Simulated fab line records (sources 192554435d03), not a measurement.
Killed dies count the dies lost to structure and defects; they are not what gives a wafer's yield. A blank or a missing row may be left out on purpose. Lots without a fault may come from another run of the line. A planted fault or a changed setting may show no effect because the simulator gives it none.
fab line records	flow n5-finfet
record: lots: 10	wafers: 30	last-day: 18
route steps=1938 shown BEOL_M6@1240 BEOL_M7@1263 PASSIVATION@1936
lots that met no fault: from a run of the same line without faults
start-h: start of the lot's first displayed wafer, in hours after the record's first day	wait-h: hours from the lot's prior step to this one	" same as the row above	L1.1+2: several wafers, shown together as one row	- value missing, or start not given	* or withheld: withheld	< > ~ a bound
route shown NAME@n: a module of which the file shows steps, and the number in the route of the first	usual: mean/standard deviation of fault-free wafers	same: alike in all rows	chamber/n: place in a boat	sites: the reading at each site	_std_site: standard deviation of those values	_edge_site: outer sites' mean less inner sites'	radius-mm: for every site, how far away it sits from the centre of the wafer	mask NAME#n: copy n	behind: the most recent tool/chamber to have shaped the wafer	hold: the reason the lot was held/the length of the hold in hours/how it ended	device: transistor that didn't switch, given as n, p or np	end of line: at the end of the route, the tests of the same wafers	a step given without rows: its recipe and nothing more	killed: not the wafer's yield, but the dies lost to structure and defects at the first sort	map: shows each die of a wafer: x if killed, . if not, _ if none is there
set.NAME: the setting the step ran with; set.NAME@STEP: the setting that earlier step ran with	model.NAME: the simulator's own value behind a step, which no gauge read
one table for each step of the route and one row for each wafer, over a sample of lots
services: when a tool's chamber went out of use (start-h, in hours from the record's first day, below 0 if earlier), for how many hours, and the reason
== steps ==
step: N5_BEOL_M6_ETCH_41
recipe: chemistry: CH3F/O2	target: SiCN	target-depth-a: 297	taper-deg: 2	time-s: 52	ion-energy-ev: 120	mask-material: TiN	pressure-mtorr: 30	source-w: 395	bias-w: 75	Ar_flow_sccm: 150	CH3F_flow_sccm: 30	O2_flow_sccm: 20
usual: drypump-motor-current-A: 5.5/0.5	oes-product-au: 0.77/0.059	rf-vpp-V: 298.0/1.4	showerhead-plenum-p-Torr: 2.04/0.058	throttle-valve-pct: 16.43/0.17
lot.wafer	tool	chamber	start-h	wait-h	drypump-motor-current-A	oes-product-au	rf-hours-counter-h	rf-vpp-V	showerhead-plenum-p-Torr	throttle-valve-pct
L791.1	rie-diel-05	1	-	-	5.7	0.84	79	295.1	1.93	16.23
L791.3	"	2	"	"	5.6	0.88	58	301.0	2.13	16.35
L791.6	"	2	"	"	5.6	0.86	-	299.2	2.13	16.36
L790.2	rie-diel-03	2	-	-	5.3	0.76	131	297.6	2.02	16.70
L790.4	"	0	"	"	5.6	0.75	155	298.6	2.07	16.31
L790.6	"	1	"	"	5.2	0.78	-	296.9	2.01	16.32
L789.1	rie-diel-05	3	-	-	4.6	0.81	83	298.3	2.11	16.41
L789.5	"	1	"	"	5.7	0.83	-	296.9	1.93	16.25
L789.6	"	2	"	"	5.6	0.86	-	298.9	2.12	16.38
L796.2	rie-diel-03	2	-	-	5.3	0.74	141	296.7	2.02	16.71
L796.3	"	0	"	"	5.7	0.74	165	300.2	2.07	16.34
L796.5	"	0	"	"	5.7	0.73	-	299.4	2.07	16.33
L799.1	rie-diel-05	0	-	-	6.2	0.80	103	296.3	1.94	16.57
L799.2	"	3	"	"	4.6	0.80	91	300.7	2.11	16.42
L799.6	"	0	"	"	6.2	0.80	-	296.0	1.94	16.58
L801.1	rie-diel-05	2	-	-	5.6	0.84	85	299.3	2.12	16.40
L801.3	"	3	"	"	4.6	0.80	100	299.6	2.11	16.45
L801.6	"	2	"	"	5.6	0.83	-	299.4	2.12	16.41
L807.3	rie-diel-05	0	-	-	6.2	0.77	116	293.8	1.93	16.59
L807.4	"	1	"	"	5.6	0.80	113	295.9	1.92	16.29
L807.6	"	2	"	"	5.6	0.81	-	300.2	2.11	16.43
L808.1	rie-diel-03	0	-	-	5.6	0.72	198	299.7	2.06	16.40
L808.2	"	1	"	"	5.2	0.75	166	297.9	1.99	16.40
L808.4	"	3	"	"	6.3	0.91	33	299.8	2.15	16.39
L811.2	rie-diel-03	2	-	-	5.3	0.71	180	297.3	2.00	16.80
L811.3	"	0	"	"	5.7	0.71	206	297.9	2.05	16.40
L811.4	"	3	"	"	6.4	0.90	-	300.4	2.15	16.40
L812.2	rie-diel-01	0	-	-	6.3	0.76	148	297.3	2.00	16.26
L812.4	"	3	"	"	5.3	0.67	242	298.1	2.06	16.48
L812.5	"	2	"	"	5.0	0.69	-	298.5	2.06	16.72
step: N5_BEOL_M6_SURFACE_TREAT_79
recipe: gas: Ar	time-s: *	ion-energy-ev: *	ion-current-ma-cm2: 0.5	pressure-mtorr: *	ar-flow-sccm: 30
usual: ar-flow-sccm: 30.01/0.093	throttle-valve-pct: *
lot.wafer	tool	chamber	start-h	wait-h	ar-flow-sccm	throttle-valve-pct
L791.1	pvd-sputter-01	-	207.26	0.2	29.93	*
L791.3	"	-	"	"	30.03	*
L791.6	"	-	"	"	29.89	*
L790.2	pvd-sputter-02	-	215.11	1.6	29.93	*
L790.4	"	-	"	"	30.07	*
L790.6	"	-	"	"	30.12	*
L789.1	pvd-sputter-03	-	236.09	0.2	29.91	*
L789.5	"	-	"	"	29.96	*
L789.6	"	-	"	"	30.09	*
L796.2	pvd-sputter-03	-	236.57	0.4	29.99	*
L796.3	"	-	"	"	29.92	*
L796.5	"	-	"	"	29.96	*
L799.1	pvd-sputter-03	-	258.28	0.2	29.88	*
L799.2	"	-	"	"	30.01	*
L799.6	"	-	"	"	29.80	*
L801.1	pvd-sputter-03	-	277.79	0.2	30.05	*
L801.3	"	-	"	"	30.08	*
L801.6	"	-	"	"	29.93	*
L807.3	pvd-sputter-03	-	309.76	1.9	30.26	*
L807.4	"	-	"	"	29.84	*
L807.6	"	-	"	"	30.09	*
L808.1	pvd-sputter-02	-	326.49	0.3	30.07	*
L808.2	"	-	"	"	30.00	*
L808.4	"	-	"	"	29.79	*
L811.2	pvd-sputter-01	-	346.59	0.2	30.11	*
L811.3	"	-	"	"	30.12	*
L811.4	"	-	"	"	30.10	*
L812.2	pvd-sputter-03	-	346.88	0.2	30.00	*
L812.4	"	-	"	"	29.86	*
L812.5	"	-	"	"	29.97	*
step: N5_BEOL_M6_SPUTTER_48
recipe: material: Cu	target-thk-a: 100	temp-c: -20	bias-v: 60	power-w: 26000	chamber-pressure-pa: 0.13	time-s: 1.667
usual: chuck-gas-flow-sccm: 1.26/0.057	throttle-valve-pct: 29.7/0.9
lot.wafer	tool	chamber	start-h	wait-h	chuck-gas-flow-sccm	throttle-valve-pct
L791.1	pvd-sputter-01	-	207.44	0.1	1.36	30.6
L791.3	"	-	"	"	1.32	31.8
L791.6	"	-	"	"	1.39	30.7
L790.2	pvd-sputter-02	-	215.31	0.1	1.24	28.1
L790.4	"	-	"	"	1.16	30.0
L790.6	"	-	"	"	1.33	29.9
L789.1	pvd-sputter-03	-	236.65	0.2	1.31	28.4
L789.5	"	-	"	"	1.25	30.2
L789.6	"	-	"	"	1.41	30.2
L796.2	pvd-sputter-03	-	236.85	0.2	1.15	30.6
L796.3	"	-	"	"	1.19	28.8
L796.5	"	-	"	"	1.37	30.2
L799.1	pvd-sputter-02	-	258.61	0.2	1.27	29.2
L799.2	"	-	"	"	1.28	27.8
L799.6	"	-	"	"	1.24	29.9
L801.1	pvd-sputter-03	-	277.97	0.1	1.33	30.3
L801.3	"	-	"	"	1.28	29.9
L801.6	"	-	"	"	1.17	30.1
L807.3	pvd-sputter-02	-	309.99	0.1	1.28	28.9
L807.4	"	-	"	"	1.23	30.1
L807.6	"	-	"	"	1.25	29.9
L808.1	pvd-sputter-03	-	326.96	0.1	1.30	30.3
L808.2	"	-	"	"	1.32	28.8
L808.4	"	-	"	"	1.19	30.4
L811.2	pvd-sputter-01	-	346.94	0.1	1.28	30.9
L811.3	"	-	"	"	1.27	29.1
L811.4	"	-	"	"	1.32	31.6
L812.2	pvd-sputter-03	-	347.14	0.1	1.25	30.2
L812.4	"	-	"	"	1.24	28.5
L812.5	"	-	"	"	1.30	28.8
step: N5_BEOL_M7_ILD_DEP_00
recipe: material: SiCOH_lowk	target-thk-a: 1797.5	temp-c: 300	precursor: DEMS/porogen	pressure-torr: 5	rf-w: 500	time-s: 33.4
usual: heater-power-w: 302/60	showerhead-plenum-p-Torr: 5.744/0.012	showerhead-vpp-V: 1399/88	susceptor-temp-C: 300.02/0.18	throttle-valve-pct: 13.8/0.83
lot.wafer	tool	chamber	start-h	wait-h	heater-power-w	showerhead-plenum-p-Torr	showerhead-vpp-V	susceptor-temp-C	throttle-valve-pct
L791.1	pecvd-02	1	208.46	0.0	338	5.742	1336	300.00	14.0
L791.3	"	2	"	"	235	5.735	1573	300.13	13.1
L791.6	"	0	"	"	356	5.740	1396	300.28	13.4
L790.2	pecvd-02	1	216.30	0.0	371	5.728	1366	300.04	14.0
L790.4	"	0	"	"	361	5.746	1393	300.01	13.4
L790.6	"	0	"	"	361	5.750	1400	299.98	13.5
L789.1	pecvd-04	1	237.89	0.0	242	5.762	1479	300.35	16.2
L789.5	"	1	"	"	241	5.775	1463	300.09	16.2
L789.6	"	0	"	"	283	5.725	1377	299.73	14.0
L796.2	pecvd-03	2	238.41	0.0	227	5.740	1266	299.95	13.1
L796.3	"	1	"	"	376	5.750	1280	300.14	13.8
L796.5	"	2	"	"	227	5.748	1256	300.31	13.0
L799.1	pecvd-03	0	259.64	0.0	348	5.730	1439	306.82	13.3
L799.2	"	1	"	"	388	5.733	1299	299.67	13.9
L799.6	"	1	"	"	397	5.744	1305	299.89	13.8
L801.1	pecvd-03	2	278.97	0.0	239	5.745	1264	299.92	13.2
L801.3	"	0	"	"	349	5.720	1462	306.87	13.3
L801.6	"	1	"	"	376	5.748	1300	300.33	13.6
L807.3	pecvd-04	1	311.23	0.0	219	5.769	1458	300.06	16.0
L807.4	"	0	"	"	265	5.733	1364	299.96	14.0
L807.6	"	1	"	"	221	5.779	1427	300.36	16.3
L808.1	pecvd-02	1	328.59	0.0	364	5.741	1326	299.84	14.1
L808.2	"	2	"	"	221	5.750	1578	299.70	13.4
L808.4	"	2	"	"	213	5.737	1567	300.03	13.3
L811.2	pecvd-03	0	348.25	0.0	313	5.758	1430	300.23	13.3
L811.3	"	2	"	"	235	5.745	1288	300.00	13.2
L811.4	"	2	"	"	242	5.749	1298	300.11	13.2
L812.2	pecvd-04	0	348.31	0.0	270	5.739	1382	300.10	13.8
L812.4	"	0	"	"	274	5.748	1377	300.28	13.9
L812.5	"	1	"	"	246	5.765	1449	300.13	16.1
step: N5_BEOL_M7_THK_MEAS_01
recipe: reads: SiCOH_lowk_of_BEOL_M7_ILD_DEP_00
usual: M7_ILD_THK: 153.8/2
lot.wafer	tool	chamber	start-h	wait-h	M7_ILD_THK[nm]
L791.1	film-metro-02	-	209.04	0.4	148.8
L791.3	"	-	"	"	151.6
L791.6	"	-	"	"	154.4
L790.2	film-metro-01	-	216.90	0.4	151.8
L790.4	"	-	"	"	156.2
L790.6	"	-	"	"	155.0
L789.1	film-metro-01	-	238.94	0.8	153.9
L789.5	"	-	"	"	157.2
L789.6	"	-	"	"	158.1
L796.2	film-metro-02	-	238.99	0.4	152.4
L796.3	"	-	"	"	153.3
L796.5	"	-	"	"	154.5
L799.1	film-metro-02	-	260.22	0.4	146.2
L799.2	"	-	"	"	153.6
L799.6	"	-	"	"	152.3
L801.1	film-metro-02	-	279.54	0.4	150.7
L801.3	"	-	"	"	143.2
L801.6	"	-	"	"	153.3
L807.3	film-metro-02	-	311.81	0.3	152.5
L807.4	"	-	"	"	156.3
L807.6	"	-	"	"	157.8
L808.1	film-metro-01	-	329.17	0.4	150.2
L808.2	"	-	"	"	152.7
L808.4	"	-	"	"	154.2
L811.2	film-metro-01	-	348.83	0.4	151.7
L811.3	"	-	"	"	152.9
L811.4	"	-	"	"	152.6
L812.2	film-metro-02	-	349.10	0.4	153.7
L812.4	"	-	"	"	157.2
L812.5	"	-	"	"	156.7
step: N5_PASSIVATION_PROBE_49
usual: defect-limited-yield: 91.7/1.5	killed_at_M0_to_M3: 32/10	killed_at_M4_up: 14/5.3	killed-at-contacts: 13/5.7	killed-at-front-end: 37/10	killed-at-other: 3.3/2.5	killed-dies: 98/18	killed-open: 65/13	killed-short: 31/7.5	sort_bin_4_leakage: 0.00/0.0099	sort_bin_5_function: 4.9/0.91	sort_bin_6_memory: 3.1/0.71	sort_bin_8_speed: 0.00/0.017	sort-n-pass: 1082/18	sort-yield-pct: 91.7/1.5
same: gross-dies: 1180	killed-at-back-side: 0
lot.wafer	tool	chamber	start-h	wait-h	defect-limited-yield[%]	killed_at_M0_to_M3	killed_at_M4_up	killed-at-contacts	killed-at-front-end	killed-at-other	killed-dies	killed-open	killed-short	sort_bin_4_leakage[%]	sort_bin_5_function[%]	sort_bin_6_memory[%]	sort_bin_8_speed[%]	sort-n-pass	sort-yield-pct[%]
L791.1	prober-02	-	289.12	0.0	91.4	40	14	6	39	3	102	67	33	0	4.7	3.6	0	1078	91.4
L791.3	prober-02	-	289.22	0.1	91.8	24	8	24	39	2	97	65	29	0	5.3	2.8	0	1083	91.8
L791.6	prober-02	-	289.37	0.3	92.4	31	13	14	31	1	90	72	18	0	5.1	2.3	0	1090	92.4
L790.2	prober-02	-	301.95	0.1	94.3	15	19	6	25	2	67	44	22	0	3.2	2.4	0	1113	94.3
L790.4	prober-02	-	302.05	0.2	92.2	17	14	4	46	11	92	68	23	0	4.7	3.0	0	1088	92.2
L790.6	prober-02	-	302.15	0.3	92.5	21	14	12	38	4	89	59	30	0	4.5	2.9	0	1091	92.5
L796.2	prober-02	-	331.64	0.1	88.9	52	31	7	36	5	131	85	46	0	6.8	3.8	0	1049	88.9
L796.3	prober-02	-	331.69	0.1	89.8	40	12	17	46	5	120	81	39	0	6.0	3.9	0	1060	89.8
L796.5	prober-02	-	331.79	0.2	91.8	30	12	15	38	2	97	66	30	0	4.6	3.5	0	1083	91.8
L789.1	prober-01	-	331.77	0.0	90.6	34	18	11	44	4	111	80	28	0	5.0	4.1	0.08	1069	90.6
L789.5	prober-01	-	331.97	0.2	92.4	13	29	11	34	3	90	62	26	0	4.7	2.7	0	1090	92.4
L789.6	prober-01	-	332.02	0.3	91.9	13	20	9	50	3	95	68	25	0	3.9	4.1	0	1085	91.9
L799.1	prober-02	-	337.00	0.0	91.7	35	8	16	38	1	98	72	25	0	4.7	3.3	0	1082	91.7
L799.2	prober-02	-	337.05	0.1	88.0	51	23	30	36	2	142	96	44	0	6.1	5.8	0	1038	88.0
L799.6	prober-02	-	337.25	0.3	90.5	33	10	28	36	5	112	76	31	0	5.5	3.2	0	1068	90.5
L801.1	prober-02	-	360.48	0.0	88.8	39	16	22	51	4	132	79	46	0	6.4	3.7	0	1048	88.8
L801.3	prober-02	-	360.58	0.1	90.4	38	15	14	45	1	113	76	32	0	5.8	3.4	0	1067	90.4
L801.6	prober-02	-	360.73	0.3	91.8	37	14	19	24	3	97	66	29	0	4.8	3.2	0	1083	91.8
L807.3	prober-02	-	399.07	0.1	94.7	26	10	13	11	3	63	42	21	0	3.1	2.0	0	1117	94.7
L807.4	prober-02	-	399.12	0.2	93.3	36	9	10	23	1	79	47	32	0	3.5	3.1	0	1101	93.3
L807.6	prober-02	-	399.22	0.3	91.9	32	11	12	38	2	95	66	29	0	4.7	3.4	0	1085	91.9
L808.1	prober-01	-	416.18	0.0	91.0	24	10	23	43	6	106	74	26	0	5.7	3.0	0	1074	91.0
L808.2	prober-01	-	416.23	0.1	93.0	15	10	16	37	5	83	58	22	0	4.5	2.5	0	1097	93.0
L808.4	prober-01	-	416.33	0.2	91.4	36	14	14	33	4	101	69	30	0.08	5.0	3.1	0	1078	91.4
L812.2	prober-01	-	432.68	0.1	94.7	17	17	7	22	0	63	44	19	0	3.5	1.8	0	1117	94.7
L812.4	prober-01	-	432.78	0.2	92.9	22	13	18	28	3	84	64	19	0	4.3	2.5	0	1096	92.9
L812.5	prober-01	-	432.83	0.2	92.4	29	25	14	21	1	90	53	37	0	4.7	2.8	0	1090	92.4
L811.2	prober-02	-	434.63	0.1	91.0	29	12	16	47	2	106	69	36	0	5.6	3.1	0	1074	91.0
L811.3	prober-02	-	434.68	0.1	92.2	24	13	12	33	10	92	54	37	0	5.0	2.4	0	1088	92.2
L811.4	prober-02	-	434.73	0.2	89.2	41	16	23	47	1	128	82	46	0	6.2	4.4	0	1052	89.2
killed by level:class
L791.1 STI_FIN_REVEAL:geometric-particle:open=12 FIN_SAQP:geometric-particle:short=7 BEOL_M3:geometric-particle:open=7 MOL_CONTACT_COAG:geometric-particle:open=6 BEOL_M0_SAQP:geometric-particle:open=6 BEOL_M2:geometric-particle:open=6 BEOL_M0_SAQP:geometric-particle:short=5 BEOL_M0:geometric-particle:open=5
L791.3 MOL_CONTACT_COAG:geometric-particle:open=20 STI_FIN_REVEAL:geometric-particle:open=11 FIN_SAQP:geometric-particle:short=6 DUMMY_GATE:geometric-particle:open=5 BEOL_M0_SAQP:geometric-particle:short=5 BEOL_M1:geometric-particle:open=5 BEOL_M2:geometric-particle:open=5 FIN_SAQP:geometric-particle:open=4
L791.6 BEOL_M2:geometric-particle:open=12 STI_FIN_REVEAL:geometric-particle:open=11 MOL_CONTACT_COAG:geometric-particle:open=10 DUMMY_GATE:geometric-particle:open=8 BEOL_M0_SAQP:geometric-particle:open=7 BEOL_M0_SAQP:geometric-particle:short=5 FIN_SAQP:geometric-particle:short=4 MOL_CONTACT_COAG:geometric-particle:short=4
L790.2 BEOL_M5:geometric-particle:open=9 STI_FIN_REVEAL:geometric-particle:open=8 GATE_CUT:geometric-particle:short=6 BEOL_M0_SAQP:geometric-particle:short=6 GATE_CUT:geometric-particle:open=5 MOL_CONTACT_COAG:geometric-particle:open=4 BEOL_M3:geometric-particle:open=4 DUMMY_GATE:geometric-particle:open=3
L790.4 STI_FIN_REVEAL:geometric-particle:open=20 DUMMY_GATE:geometric-particle:open=5 BEOL_M4:geometric-particle:open=5 MIM_TOP:geometric-particle:open=4 MOL_CONTACT_COAG:geometric-particle:open=4 BEOL_M0_SAQP:geometric-particle:short=4 BEOL_M3:geometric-particle:open=4 MIM_TOP:geometric-particle:short=4
L790.6 MOL_CONTACT_COAG:geometric-particle:open=12 GATE_CUT:geometric-particle:short=9 BEOL_M0_SAQP:geometric-particle:short=8 STI_FIN_REVEAL:geometric-particle:open=6 BEOL_M4:geometric-particle:open=6 STARTING-WAFER:geometric-particle:open=6 FIN_SAQP:geometric-particle:short=5 FIN_SAQP:geometric-particle:open=4
L796.2 BEOL_M0_SAQP:geometric-particle:short=17 BEOL_M1:geometric-particle:open=10 BEOL_M4:geometric-particle:open=10 BEOL_M0_SAQP:geometric-particle:open=9 MOL_CONTACT_COAG:geometric-particle:open=7 BEOL_M3:geometric-particle:open=7 BEOL_M5:geometric-particle:open=6 STARTING-WAFER:geometric-particle:open=6
L796.3 MOL_CONTACT_COAG:geometric-particle:open=14 BEOL_M0_SAQP:geometric-particle:short=13 BEOL_M2:geometric-particle:open=9 FIN_SAQP:geometric-particle:open=8 STI_FIN_REVEAL:geometric-particle:open=8 DUMMY_GATE:geometric-particle:open=8 BEOL_M1:geometric-particle:open=6 BEOL_M4:geometric-particle:open=6
L789.1 FIN_SAQP:geometric-particle:open=11 BEOL_M4:geometric-particle:open=11 MOL_CONTACT_COAG:geometric-particle:open=9 BEOL_M1:geometric-particle:open=9 STI_FIN_REVEAL:geometric-particle:open=8 DUMMY_GATE:geometric-particle:open=6 BEOL_M0_SAQP:geometric-particle:open=6 BEOL_M2:geometric-particle:short=6
L796.5 STI_FIN_REVEAL:geometric-particle:open=12 MOL_CONTACT_COAG:geometric-particle:open=10 BEOL_M2:geometric-particle:open=9 GATE_CUT:geometric-particle:short=8 BEOL_M0_SAQP:geometric-particle:short=8 BEOL_M3:geometric-particle:open=6 MOL_CONTACT_COAG:geometric-particle:short=5 BEOL_M4:geometric-particle:open=5
L789.5 BEOL_M4:geometric-particle:open=12 FIN_SAQP:geometric-particle:short=7 FIN_SAQP:geometric-particle:open=7 STI_FIN_REVEAL:geometric-particle:open=7 MOL_CONTACT_COAG:geometric-particle:open=7 BEOL_M5:geometric-particle:open=7 MOL_CONTACT_COAG:geometric-particle:short=4 BEOL_M3:geometric-particle:open=4
L789.6 BEOL_M4:geometric-particle:open=12 STI_FIN_REVEAL:geometric-particle:open=11 DUMMY_GATE:geometric-particle:open=11 MOL_CONTACT_COAG:geometric-particle:open=8 FIN_SAQP:geometric-particle:open=7 FIN_SAQP:geometric-particle:short=5 BEOL_M4:geometric-particle:short=4 BEOL_M1:geometric-particle:short=3
L799.1 MOL_CONTACT_COAG:geometric-particle:open=11 STI_FIN_REVEAL:geometric-particle:open=9 DUMMY_GATE:geometric-particle:open=9 BEOL_M1:geometric-particle:open=8 BEOL_M2:geometric-particle:open=7 BEOL_M3:geometric-particle:open=6 FIN_SAQP:geometric-particle:open=5 MOL_CONTACT_COAG:geometric-particle:short=5
L799.2 MOL_CONTACT_COAG:geometric-particle:open=22 BEOL_M3:geometric-particle:open=17 BEOL_M4:geometric-particle:open=11 MOL_CONTACT_COAG:geometric-particle:short=8 BEOL_M1:geometric-particle:open=7 GATE_CUT:geometric-particle:short=7 BEOL_M0_SAQP:geometric-particle:short=6 BEOL_M2:geometric-particle:open=6
L799.6 MOL_CONTACT_COAG:geometric-particle:open=24 DUMMY_GATE:geometric-particle:open=7 BEOL_M4:geometric-particle:open=7 BEOL_M0:geometric-particle:open=6 BEOL_M1:geometric-particle:open=6 BEOL_M2:geometric-particle:open=6 BEOL_M0_SAQP:geometric-particle:short=5 BEOL_M3:geometric-particle:open=5
L801.1 FIN_SAQP:geometric-particle:open=15 MOL_CONTACT_COAG:geometric-particle:open=13 MOL_CONTACT_COAG:geometric-particle:short=9 FIN_SAQP:geometric-particle:short=8 BEOL_M0_SAQP:geometric-particle:short=8 BEOL_M1:geometric-particle:open=7 BEOL_M0_SAQP:geometric-particle:open=5 BEOL_M0:geometric-particle:open=4
L801.3 BEOL_M1:geometric-particle:open=14 FIN_SAQP:geometric-particle:open=12 MOL_CONTACT_COAG:geometric-particle:open=12 BEOL_M0_SAQP:geometric-particle:short=7 BEOL_M4:geometric-particle:open=7 DUMMY_GATE:geometric-particle:open=6 BEOL_M0_SAQP:geometric-particle:open=5 BEOL_M1:geometric-particle:short=5
L801.6 MOL_CONTACT_COAG:geometric-particle:open=15 BEOL_M0_SAQP:geometric-particle:open=11 BEOL_M1:geometric-particle:open=10 FIN_SAQP:geometric-particle:open=7 BEOL_M0_SAQP:geometric-particle:short=7 FIN_SAQP:geometric-particle:short=5 BEOL_M4:geometric-particle:open=5 STI_FIN_REVEAL:geometric-particle:open=4
L807.3 MOL_CONTACT_COAG:geometric-particle:open=11 BEOL_M2:geometric-particle:open=7 BEOL_M4:geometric-particle:open=6 BEOL_M0_SAQP:geometric-particle:short=5 BEOL_M0_SAQP:geometric-particle:open=5 DUMMY_GATE:geometric-particle:open=4 BEOL_M1:geometric-particle:open=3 FIN_SAQP:geometric-particle:short=2
L807.4 BEOL_M2:geometric-particle:open=11 MOL_CONTACT_COAG:geometric-particle:open=9 BEOL_M0_SAQP:geometric-particle:short=9 BEOL_M0_SAQP:geometric-particle:open=6 FIN_SAQP:geometric-particle:short=5 BEOL_M2:geometric-particle:short=5 DUMMY_GATE:geometric-particle:open=4 BEOL_M4:geometric-particle:open=4
L807.6 STI_FIN_REVEAL:geometric-particle:open=16 BEOL_M2:geometric-particle:open=10 MOL_CONTACT_COAG:geometric-particle:open=9 BEOL_M0_SAQP:geometric-particle:open=7 BEOL_M4:geometric-particle:open=7 BEOL_M0_SAQP:geometric-particle:short=5 GATE_CUT:geometric-particle:short=4 BEOL_M1:geometric-particle:open=4
L808.1 MOL_CONTACT_COAG:geometric-particle:open=20 GATE_CUT:geometric-particle:short=9 DUMMY_GATE:geometric-particle:open=8 BEOL_M0_SAQP:geometric-particle:open=8 BEOL_M2:geometric-particle:open=5 STI_FIN_REVEAL:geometric-particle:open=4 GATE_CUT:geometric-particle:open=4 BEOL_M5:geometric-particle:open=4
L808.2 MOL_CONTACT_COAG:geometric-particle:open=14 STI_FIN_REVEAL:geometric-particle:open=12 FIN_SAQP:geometric-particle:open=6 GATE_CUT:geometric-particle:short=4 BEOL_M1:geometric-particle:open=4 BEOL_M5:geometric-particle:open=4 STARTING-WAFER:geometric-particle:short=3 BEOL_M2:geometric-particle:open=3
L808.4 STI_FIN_REVEAL:geometric-particle:open=12 BEOL_M1:geometric-particle:open=11 MOL_CONTACT_COAG:geometric-particle:open=8 BEOL_M3:geometric-particle:open=7 DUMMY_GATE:geometric-particle:open=6 MOL_CONTACT_COAG:geometric-particle:short=6 GATE_CUT:geometric-particle:short=4 BEOL_M3:geometric-particle:short=4
L812.2 BEOL_M4:geometric-particle:open=13 ILD0:geometric-particle:short=5 MOL_CONTACT_COAG:geometric-particle:open=5 BEOL_M3:geometric-particle:open=5 ILD0:geometric-particle:open=4 BEOL_M0_SAQP:geometric-particle:short=4 STI_FIN_REVEAL:geometric-particle:open=3 DUMMY_GATE:geometric-particle:open=3
L812.4 MOL_CONTACT_COAG:geometric-particle:open=16 BEOL_M1:geometric-particle:open=8 BEOL_M2:geometric-particle:open=6 BEOL_M4:geometric-particle:open=5 STI_FIN_REVEAL:geometric-particle:open=4 DUMMY_GATE:geometric-particle:open=4 GATE_CUT:geometric-particle:short=4 BEOL_M0_SAQP:geometric-particle:open=4
L812.5 BEOL_M4:geometric-particle:open=15 BEOL_M0_SAQP:geometric-particle:short=9 MOL_CONTACT_COAG:geometric-particle:open=8 FIN_SAQP:geometric-particle:short=7 MOL_CONTACT_COAG:geometric-particle:short=6 BEOL_M2:geometric-particle:open=5 BEOL_M3:geometric-particle:open=5 ILD0:geometric-particle:short=4
L811.2 FIN_SAQP:geometric-particle:open=14 MOL_CONTACT_COAG:geometric-particle:open=12 BEOL_M0_SAQP:geometric-particle:open=11 BEOL_M0_SAQP:geometric-particle:short=10 STI_FIN_REVEAL:geometric-particle:open=8 GATE_CUT:geometric-particle:short=8 FIN_SAQP:geometric-particle:short=6 MOL_CONTACT_COAG:geometric-particle:short=4
L811.3 FIN_SAQP:geometric-particle:open=12 BEOL_M0_SAQP:geometric-particle:short=8 BEOL_M0_SAQP:geometric-particle:open=8 MOL_CONTACT_COAG:geometric-particle:open=7 FIN_SAQP:geometric-particle:short=5 MOL_CONTACT_COAG:geometric-particle:short=5 GATE_CUT:geometric-particle:short=4 BEOL_M4:geometric-particle:short=4
L811.4 MOL_CONTACT_COAG:geometric-particle:open=19 BEOL_M0_SAQP:geometric-particle:short=19 FIN_SAQP:geometric-particle:open=16 BEOL_M0_SAQP:geometric-particle:open=12 GATE_CUT:geometric-particle:short=7 BEOL_M5:geometric-particle:open=6 STI_FIN_REVEAL:geometric-particle:open=5 BEOL_M3:geometric-particle:open=5
== services ==
tool	chamber	start-h	hours	kind
pecvd-03	2	202.38	-	clean
pecvd-03	2	202.38	-	consumable-replace:showerhead
pecvd-03	2	202.38	29.0	scheduled-down
pecvd-03	2	202.38	29.0	vent-cycle
rie-diel-03	3	216.77	-	clean
rie-diel-03	3	216.77	-	consumable-replace:focus-ring
rie-diel-03	3	216.77	-	consumable-replace:showerhead
rie-diel-03	3	216.77	18.6	scheduled-down
rie-diel-03	3	216.77	18.6	vent-cycle
rie-diel-01	0	228.17	6.0	repair
pecvd-02	1	238.05	21.2	repair
rie-diel-01	-	238.12	15.6	pm
pecvd-02	-	260.45	0.9	repair
rie-diel-01	1	263.76	3.0	repair
pecvd-03	2	264.54	2.1	scheduled-down
rie-diel-05	1	270.84	14.1	repair
pecvd-03	0	271.69	5.5	scheduled-down
pecvd-02	0	289.71	5.5	scheduled-down
pecvd-04	1	295.10	2.1	scheduled-down
pecvd-02	1	295.17	5.0	scheduled-down
pecvd-03	2	305.46	5.5	scheduled-down
rie-diel-01	-	322.39	0.2	repair
rie-diel-03	1	336.08	13.1	repair
pecvd-04	0	342.55	3.9	repair
== key ==
first-sign: step: N5_BEOL_M7_ILD_DEP_00	reading: susceptor-temp-C	direction: up	sigmas: 39	usual: *	struck: *
effect: step: N5_BEOL_M7_THK_MEAS_01	reading: M7_ILD_THK	direction: down	sigmas: 4.6	usual: 153.8	struck: 144.7
met-at N5_BEOL_M7_ILD_DEP_00
struck-lots L799,L801
struck-wafers L799.1,L801.3
not-acting-at N5_BEOL_M6_ETCH_41,N5_BEOL_M6_SURFACE_TREAT_79,N5_BEOL_M6_SPUTTER_48
fault: kind: process-parameter-drift	tool: pecvd-03	chamber: 0	onset-h: 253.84	steps: N5_BEOL_M7_ILD_DEP_00	channel: temp-c	offset: *	shape: step	end-h: 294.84	acts-in: *	stated: *
